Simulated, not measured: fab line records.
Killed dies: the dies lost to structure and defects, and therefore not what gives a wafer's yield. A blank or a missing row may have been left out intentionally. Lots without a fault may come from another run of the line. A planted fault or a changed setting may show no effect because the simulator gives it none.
fab line records ; flow nandHarc
[record] lots = 12; wafers = 33; lastDay = 26
route steps=1159 shown A_M0@1018 A_M1@1033 END@1159
lots untouched by any fault: they come from a run of this same line in which no faults occurred
startH: hours from the record's opening day to when the first of the lot's shown wafers began ; waitH: hours elapsed since this lot's preceding step ; " unchanged from the row above ; L1.1+2: one row covering several wafers at once ; - either no value or no given start ; * or withheld: withheld ; < > ~ a bound
route shown NAME@n: NAME is a module with steps in the file, n the number in the route of the first one ; usual: the fault-free wafers' mean and standard deviation ; same: alike in all rows ; chamber/n: place in a boat ; sites: each site's reading ; _std_site: how widely they spread, as a standard deviation ; _edge_site: inner sites' mean taken away from outer sites' mean ; radiusMm: for every site, how far away it sits from the centre of the wafer ; mask NAME#n: copy n ; behind: the tool/chamber that last shaped the wafer ; hold: reason for holding the lot/hours on hold/outcome of the hold ; device: the n, p or np transistor that did not switch ; end of line: at the end of the route, the tests of the same wafers ; for a step that has no rows: nothing shown but its recipe ; killed: dies lost to structure and defects at the first sort, not the wafer's yield ; map: shows each die of a wafer: x if killed, . if not, _ if none is there
set.NAME: the run value of the setting; set.NAME@STEP: its run value at that earlier step ; model.NAME: the simulator's own value behind a step, which no gauge read
one table for each step of the route and one row for each wafer, over a sample of lots
services: when a tool's chamber went out of use (startH, in hours from the record's first day, below 0 if earlier), for how many hours, and the reason
[[steps]]
[step NHARC_A_M0_ANNEAL_30]
[recipe] tempC = 225; timeS = 90
[usual] wafer_temp_C_max = 226.39/0.29
[same] timeS = 90
lot.wafer;tool;chamber;startH;waitH;wafer_temp_C_max
L300.1;rtpAnneal-02;0;407.35;0.3;226.77
L300.2;rtpAnneal-02;0;407.35;0.3;226.83
L300.5;rtpAnneal-02;0;407.35;0.3;226.77
L299.1;rtpAnneal-02;0;412.05;0.3;226.91
L299.3;rtpAnneal-02;0;412.05;0.3;226.68
L299.4;rtpAnneal-02;0;412.05;0.3;226.00
L302.2;rtpAnneal-02;0;447.03;0.4;226.14
L302.4;rtpAnneal-02;0;447.03;0.4;226.33
L302.5;rtpAnneal-02;0;447.03;0.4;226.73
L307.2;rtpAnneal-01;0;456.14;0.3;226.54
L307.4;rtpAnneal-01;0;456.14;0.3;226.10
L307.6;rtpAnneal-01;0;456.14;0.3;226.27
L312.2;rtpAnneal-01;0;477.67;0.4;226.38
L312.4;rtpAnneal-01;0;477.67;0.4;226.57
L312.5;rtpAnneal-01;0;477.67;0.4;226.10
L311.1;rtpAnneal-02;0;504.77;0.3;226.31
L315.1;rtpAnneal-01;0;508.46;-;226.57
L315.3;rtpAnneal-01;0;508.46;-;225.99
L317.1;rtpAnneal-01;0;527.32;0.3;226.79
L317.2;rtpAnneal-01;0;527.32;0.3;226.47
L317.3;rtpAnneal-01;0;527.32;0.3;225.85
L316.1;rtpAnneal-02;0;527.59;0.3;226.06
L316.2;rtpAnneal-02;0;527.59;0.3;227.22
L316.5;rtpAnneal-02;0;527.59;0.3;226.20
L318.2;rtpAnneal-02;0;539.81;0.3;226.61
L318.3;rtpAnneal-02;0;539.81;0.3;226.37
L318.6;rtpAnneal-02;0;539.81;0.3;226.31
L319.2;rtpAnneal-02;0;547.07;0.4;226.27
L319.3;rtpAnneal-02;0;547.07;0.4;226.03
L319.6;rtpAnneal-02;0;547.07;0.4;226.00
L320.2;rtpAnneal-01;0;582.09;-;226.33
L320.4;rtpAnneal-01;0;582.09;-;227.22
L320.6;rtpAnneal-01;0;582.09;-;226.51
[step NHARC_A_M1_EXPOSE_06]
[recipe] na = 1.35; targetCdNm = 120; doseMj = 75.13; maskId = A_M1
lot.wafer;tool;chamber;startH;waitH;mask
L300.1+2+5;arfiScanner-03;0;410.09;-;A_M1#0
L299.1+3+4;arfiScanner-02;0;414.30;-;A_M1#0
L302.2+4+5;arfiScanner-01;0;449.22;-;A_M1#0
L307.2+4+6;arfiScanner-01;0;458.13;-;A_M1#0
L312.2+4+5;arfiScanner-01;0;479.90;-;A_M1#0
L311.1;arfiScanner-01;0;506.84;-;A_M1#0
L315.1+3;arfiScanner-01;0;510.54;-;A_M1#0
L317.1+2+3;arfiScanner-02;0;529.37;-;A_M1#0
L316.1+2+5;arfiScanner-03;0;529.67;-;A_M1#0
L318.2+3+6;arfiScanner-03;0;541.71;-;A_M1#0
L319.2+3+6;arfiScanner-02;0;549.12;-;A_M1#0
L320.2+4+6;arfiScanner-02;0;584.08;-;A_M1#0
[step NHARC_A_M1_CD_MEAS_09]
[recipe] targetCdNm = 120; landingEnergyEv = 500
[usual] cdNm = 120.0/0.55
lot.wafer;tool;chamber;startH;waitH;hold;cdNm
L300.1;cdSem-02;0;410.23;-;-;118.9
L300.2;cdSem-02;0;410.23;-;-;119.4
L300.5;cdSem-02;0;410.23;-;-;118.6
L299.1;cdSem-02;0;414.45;-;-;120.5
L299.3;cdSem-02;0;414.45;-;-;120.0
L299.4;cdSem-02;0;414.45;-;-;120.3
L302.2;cdSem-01;0;449.36;-;-;119.6
L302.4;cdSem-01;0;449.36;-;-;120.9
L302.5;cdSem-01;0;449.36;-;-;120.1
L307.2;cdSem-03;0;458.27;-;-;120.2
L307.4;cdSem-03;0;458.27;-;-;120.4
L307.6;cdSem-03;0;458.27;-;-;120.0
L312.2;cdSem-01;0;480.04;-;-;119.4
L312.4;cdSem-01;0;480.04;-;-;119.5
L312.5;cdSem-01;0;480.04;-;-;118.5
L311.1;cdSem-01;0;506.98;-;awaitDispo/0.2h/release;126.6
L311.1;cdSem-01;0;-;-;-;125.8
L315.1;cdSem-02;0;510.68;-;awaitDispo/0.2h/release;126.9
L315.3;cdSem-02;0;510.68;-;awaitDispo/0.2h/release;127.1
L315.1;cdSem-02;0;-;-;-;126.9
L315.3;cdSem-02;0;-;-;-;127.0
L317.1;cdSem-01;0;529.52;-;-;120.3
L317.2;cdSem-01;0;529.52;-;-;120.4
L317.3;cdSem-01;0;529.52;-;-;120.2
L316.1;cdSem-02;0;529.81;-;-;119.7
L316.2;cdSem-02;0;529.81;-;-;120.0
L316.5;cdSem-02;0;529.81;-;-;120.8
L318.2;cdSem-03;0;541.84;-;-;120.2
L318.3;cdSem-03;0;541.84;-;-;119.8
L318.6;cdSem-03;0;541.84;-;-;120.6
L319.2;cdSem-02;0;549.26;-;-;119.8
L319.3;cdSem-02;0;549.26;-;-;119.2
L319.6;cdSem-02;0;549.26;-;-;120.1
L320.2;cdSem-02;0;584.22;-;-;121.0
L320.4;cdSem-02;0;584.22;-;-;121.1
L320.6;cdSem-02;0;584.22;-;-;120.6
[step NHARC_A_M1_INSPECT_11]
[usual] rawDefectCount = 30/15
lot.wafer;tool;chamber;startH;waitH;rawDefectCount
L300.1;defectInspect-01;-;410.35;0.0;20
L300.2;defectInspect-01;-;410.35;0.0;15
L300.5;defectInspect-01;-;410.35;0.0;17
L299.1;defectInspect-01;-;414.57;0.0;32
L299.3;defectInspect-01;-;414.57;0.0;26
L299.4;defectInspect-01;-;414.57;0.0;37
L302.2;defectInspect-02;-;449.48;0.0;30
L302.4;defectInspect-02;-;449.48;0.0;35
L302.5;defectInspect-02;-;449.48;0.0;26
L307.2;defectInspect-02;-;458.41;0.0;13
L307.4;defectInspect-02;-;458.41;0.0;9
L307.6;defectInspect-02;-;458.41;0.0;9
L312.2;defectInspect-02;-;480.17;0.1;45
L312.4;defectInspect-02;-;480.17;0.1;34
L312.5;defectInspect-02;-;480.17;0.1;21
L311.1;defectInspect-02;-;513.40;0.0;27
L315.1;defectInspect-02;-;515.27;0.0;61
L315.3;defectInspect-02;-;515.27;0.0;65
L317.1;defectInspect-02;-;529.64;0.0;64
L317.2;defectInspect-02;-;529.64;0.0;65
L317.3;defectInspect-02;-;529.64;0.0;60
L316.1;defectInspect-02;-;529.93;0.0;24
L316.2;defectInspect-02;-;529.93;0.0;29
L316.5;defectInspect-02;-;529.93;0.0;29
L318.2;defectInspect-01;-;541.97;0.0;62
L318.3;defectInspect-01;-;541.97;0.0;42
L318.6;defectInspect-01;-;541.97;0.0;53
L319.2;defectInspect-02;-;549.38;0.0;18
L319.3;defectInspect-02;-;549.38;0.0;25
L319.6;defectInspect-02;-;549.38;0.0;24
L320.2;defectInspect-02;-;584.34;0.0;26
L320.4;defectInspect-02;-;584.34;0.0;26
L320.6;defectInspect-02;-;584.34;0.0;24
[step NHARC_A_M1_DESCUM_14]
[recipe] timeS = 3; o2FlowSccm = 200; arFlowSccm = 0; biasPowerW = 0; chemistry = O2
[usual] drypumpMotorCurrentA = 5.8/0.44; oesProductAu = 1.000/0.0098; rfVppV = 57.7/0.98; showerheadPlenumPTorr = 1.90/0.097; throttleValvePct = 11.312/0.0091
[same] timeS = 3
lot.wafer;tool;chamber;startH;waitH;drypumpMotorCurrentA;oesProductAu;rfHoursCounterH;rfVppV;showerheadPlenumPTorr;throttleValvePct
L300.1;rieDiel-08;2;410.42;0.1;5.3;1.017;2;58.5;1.97;11.302
L300.2;rieDiel-08;3;410.42;0.1;5.6;0.996;2;57.4;1.80;11.310
L300.5;rieDiel-08;2;410.42;0.1;5.2;1.015;-;58.2;1.97;11.304
L299.3;rieDiel-04;2;414.64;0.1;5.8;0.989;8;55.3;1.82;11.332
L299.4;rieDiel-04;3;414.64;0.1;5.1;1.004;8;57.7;1.91;11.328
L299.1;rieDiel-04;0;414.64;0.1;6.0;0.983;9;57.9;1.87;11.326
L302.4;rieDiel-08;0;449.55;0.1;5.9;1.010;3;57.3;2.03;11.299
L302.2;rieDiel-08;1;449.55;0.1;5.6;0.994;3;58.6;2.05;11.327
L302.5;rieDiel-08;3;449.55;0.1;5.6;1.008;-;56.8;1.80;11.326
L307.4;rieDiel-10;1;458.47;0.1;5.7;1.007;7;58.7;2.01;11.304
L307.2;rieDiel-10;3;458.47;0.1;6.1;0.998;7;56.8;1.78;11.312
L307.6;rieDiel-10;1;458.47;0.1;5.7;1.007;-;58.1;2.01;11.315
L312.4;rieDiel-10;0;480.24;0.1;6.2;0.993;9;57.8;2.02;11.299
L312.2;rieDiel-10;2;480.24;0.1;5.3;1.010;9;57.9;1.99;11.306
L312.5;rieDiel-10;3;480.24;0.1;6.1;1.001;-;56.8;1.78;11.306
L311.1;rieDiel-08;0;513.46;0.1;5.8;1.006;0;59.0;2.03;11.318
L315.3;rieDiel-10;1;515.53;0.3;5.7;0.992;12;56.5;2.01;11.317
L315.1;rieDiel-10;2;515.53;0.3;5.3;1.003;11;58.4;1.99;11.302
L317.3;rieDiel-04;3;529.70;0.1;5.1;0.997;4;58.8;1.91;11.323
L317.2;rieDiel-04;0;529.70;0.1;6.0;0.998;4;58.1;1.87;11.325
L317.1;rieDiel-04;2;529.70;0.1;5.8;1.003;4;55.7;1.81;11.326
L316.2;rieDiel-10;2;530.00;0.1;5.3;1.007;12;57.2;1.99;11.301
L316.1;rieDiel-10;3;530.00;0.1;6.1;0.996;11;56.7;1.78;11.321
L316.5;rieDiel-10;3;530.00;0.1;6.2;0.996;-;57.3;1.78;11.318
L318.3;rieDiel-04;2;542.04;0.1;5.8;0.995;6;56.9;1.81;11.306
L318.2;rieDiel-04;0;542.04;0.1;6.0;0.981;6;56.3;1.87;11.309
L318.6;rieDiel-04;1;542.04;0.1;6.6;0.996;-;57.6;1.78;11.303
L319.3;rieDiel-08;2;549.47;0.1;5.3;0.985;1;56.1;1.97;11.318
L319.2;rieDiel-08;0;549.47;0.1;5.8;1.002;1;56.7;2.03;11.296
L319.6;rieDiel-08;2;549.47;0.1;5.2;0.986;-;57.4;1.97;11.324
L320.4;rieDiel-04;3;584.42;0.1;5.1;0.994;8;57.3;1.90;11.318
L320.2;rieDiel-04;0;584.42;0.1;6.0;0.974;7;58.8;1.87;11.324
L320.6;rieDiel-04;1;584.42;0.1;6.6;0.989;-;57.2;1.78;11.307
[step NHARC_END_SORT_01]
[recipe] tempC = 25
[usual] defectLimitedYield = 95.5/1.8; killedAtArray = 27/11; killedAtOther = 0.6/1; killedAtPeriphery = 3.0/2.1; killedDies = 31/12; killedOpen = 3.2/1.7; killedShort = 1.7/1.4; sort_bin_2_pct = 1.4/0.68; sort_bin_3_pct = 0.25/0.2; sort_bin_4_pct = 2.9/1.2; sortNPass = 646/12; sortRimYieldPct = 95.7/2.8; sortYieldPct = 95.5/1.8
[same] grossDies = 677; sort_bin_5_pct[%] = 0; sort_bin_6_pct[%] = 0; sort_bin_7_pct[%] = 0; sort_bin_8_pct[%] = 0; sortRimNGross = 106.00
lot.wafer;tool;chamber;startH;waitH;defectLimitedYield[%];killedAtArray;killedAtOther;killedAtPeriphery;killedDies;killedOpen;killedShort;sort_bin_2_pct[%];sort_bin_3_pct[%];sort_bin_4_pct[%];sortNPass;sortRimYieldPct[%];sortYieldPct[%]
L311.1;prober-02;0;545.97;2.5;96.0;22;0;5;27;4;3;1.3;0.15;2.5;650;93.4;96.0
L315.1;prober-01;0;560.25;2.5;93.9;39;0;2;41;3;1;1.5;0.89;3.7;636;89.6;93.9
L315.3;prober-01;0;561.86;3.1;91.4;57;0;1;58;5;3;3.8;0.30;4.4;619;91.5;91.4
L318.2;prober-01;0;577.66;2.8;91.7;54;0;2;56;2;0;2.7;0.59;5.0;621;96.2;91.7
L318.3;prober-01;0;578.47;3.1;93.1;42;0;5;47;5;1;2.5;0.30;4.1;630;95.3;93.1
L318.6;prober-01;0;580.91;4.1;92.3;46;0;6;52;3;0;3.1;0.30;4.3;625;94.3;92.3
// killed by level:class
L311.1 A_CHANNEL_HOLE_D1:chamberFilmFlake=11 A_CONTACT:chamberFilmFlake=4 P_CONTACT:geometricParticle:open=3 A_SLIT:chamberFilmFlake=2 P_M1:geometricParticle:short=1 A_SGD_CUT:geometricParticle:short=1 A_WL_FILL:geometricParticle:short=1 A_CONTACT:geometricParticle:open=1
L315.1 A_CHANNEL_HOLE_D1:chamberFilmFlake=16 A_SLIT:chamberFilmFlake=14 A_STAIRCASE:chamberFilmFlake=3 A_CONTACT:chamberFilmFlake=2 P_CONTACT:geometricParticle:open=1 A_CHANNEL_HOLE_D1:geometricParticle:open=1 A_CHANNEL_FILL_D1:geometricParticle:open=1 A_M0:geometricParticle:short=1
L315.3 A_SLIT:chamberFilmFlake=23 A_CHANNEL_HOLE_D1:chamberFilmFlake=18 A_CONTACT:chamberFilmFlake=4 A_CONTACT:geometricParticle:open=2 A_M0:geometricParticle:open=2 A_SOURCE_PLATE:geometricParticle:short=1 A_SGD_CUT:geometricParticle:short=1 A_WL_FILL:geometricParticle:short=1
L318.2 A_SLIT:chamberFilmFlake=25 A_STAIRCASE:chamberFilmFlake=13 A_CHANNEL_HOLE_D1:chamberFilmFlake=10 A_CONTACT:chamberFilmFlake=2 A_SGD_CUT:geometricParticle:open=1 A_CONTACT:geometricParticle:open=1 P_GATE:chamberFilmFlake=1 P_BONDPAD:chamberFilmFlake=1
L318.3 A_SLIT:chamberFilmFlake=16 A_CONTACT:chamberFilmFlake=7 A_CHANNEL_HOLE_D1:chamberFilmFlake=6 A_STAIRCASE:chamberFilmFlake=6 P_BONDPAD:chamberFilmFlake=3 P_GATE:geometricParticle:open=1 P_M1:geometricParticle:open=1 A_ONON_D1:geometricParticle:open=1
L318.6 A_SLIT:chamberFilmFlake=18 A_CHANNEL_HOLE_D1:chamberFilmFlake=9 A_CONTACT:chamberFilmFlake=8 A_STAIRCASE:chamberFilmFlake=8 P_STI:chamberFilmFlake=2 P_BONDPAD:chamberFilmFlake=2 P_M2:geometricParticle:open=1 A_CONTACT:geometricParticle:open=1
[[services]]
tool;chamber;startH;hours;kind
rieDiel-04;0;396.11;-;clean
rieDiel-04;1;396.11;-;clean
rieDiel-04;2;396.11;-;clean
rieDiel-04;3;396.11;-;clean
arfiScanner-02;-;422.87;3.0;repair
rieDiel-08;1;423.92;8.0;repair
arfiScanner-02;-;428.00;4.0;pm
arfiScanner-01;-;430.62;5.6;repair
rieDiel-08;-;434.03;0.6;repair
arfiScanner-01;-;449.33;0.6;repair
rieDiel-04;-;466.05;9.0;pm
arfiScanner-01;-;466.51;0.3;repair
rieDiel-08;-;478.80;9.0;pm
arfiScanner-03;-;484.00;4.0;pm
rieDiel-04;0;487.59;3.3;repair
rieDiel-10;2;488.29;7.3;repair
arfiScanner-03;-;489.81;0.9;repair
rieDiel-10;3;495.17;2.7;repair
rieDiel-10;1;520.98;9.8;repair
rieDiel-04;1;525.51;8.9;repair
rieDiel-10;-;530.50;9.0;pm
arfiScanner-01;-;544.20;4.0;pm
rieDiel-08;3;549.42;8.9;repair
arfiScanner-03;-;564.41;2.2;repair
[[key]]
[firstSign] step = NHARC_A_M1_CD_MEAS_09; reading = visit; direction = added
[effect] step = NHARC_A_M1_CD_MEAS_09; reading = cdNm; direction = up; sigmas = 13; usual = 120.0; struck = 126.9
metAt NHARC_A_M1_EXPOSE_06
struckLots L311,L315
struckWafers L311.1,L315.1,L315.3
notActingAt NHARC_A_M0_ANNEAL_30,NHARC_A_M1_INSPECT_11,NHARC_A_M1_DESCUM_14
onsetBetween 479.90 506.84
[fault] kind = processParameterDrift; tool = arfiScanner-01; chamber = -; onsetH = 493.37; steps = NHARC_A_M1_EXPOSE_06; channel = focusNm; offset = 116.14; shape = step; endH = 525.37; scope = struckWafersOnly
